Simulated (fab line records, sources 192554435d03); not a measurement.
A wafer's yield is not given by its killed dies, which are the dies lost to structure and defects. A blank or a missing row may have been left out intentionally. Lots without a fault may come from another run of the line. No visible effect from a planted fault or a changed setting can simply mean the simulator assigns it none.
Matching of chambers -- flow n5_finfet -- 4 sister chambers for N5_BEOL_M3_STRIP_66 on rie_diel-06
The step strips in CF4. 4 wafers are shown with their chamber, then 9 later ones without.

## WAFERS PAIRED WITH THEIR CHAMBERS
wafer,chamber,showerhead_plenum_p_Torr (Torr)
L082.4,3,1.73
L086.6,0,1.84
L091.5,1,1.91
L091.6,2,1.86

## WAFERS WHOSE CHAMBER IS MISSING
wafer,showerhead_plenum_p_Torr (Torr)
L093.1,1.86
L093.2,1.83
L093.4,1.72
L094.1,1.91
L094.2,1.86
L094.5,1.86
L097.2,1.83
L097.4,1.72
L097.5,1.91

## WHICH CHAMBER EACH WENT THROUGH
wafer,from the rows above,in truth
L093.1,2,2
L093.2,0,0
L093.4,3,3
L094.1,1,1
L094.2,2,2
L094.5,2,2
L097.2,0,0
L097.4,3,3
L097.5,1,1
Correctly placed: 9 of 9. From these rows, 0 cannot be placed. Placed wrongly: 0.
How it was worked out, from the rows above alone: a wafer's distance from a chamber is the root of the sum, over the readings, of the square of ((its reading less the chamber's mean) divided by the reading's scatter). The wafer belongs to the nearest chamber; if the next one is less than 2 further off, it can't be placed. Each chamber's mean is taken over the wafers shown for it. The scatter: with one shown wafer a chamber, the root of the mean of the squares of how far each hidden wafer lies from its nearest shown one.
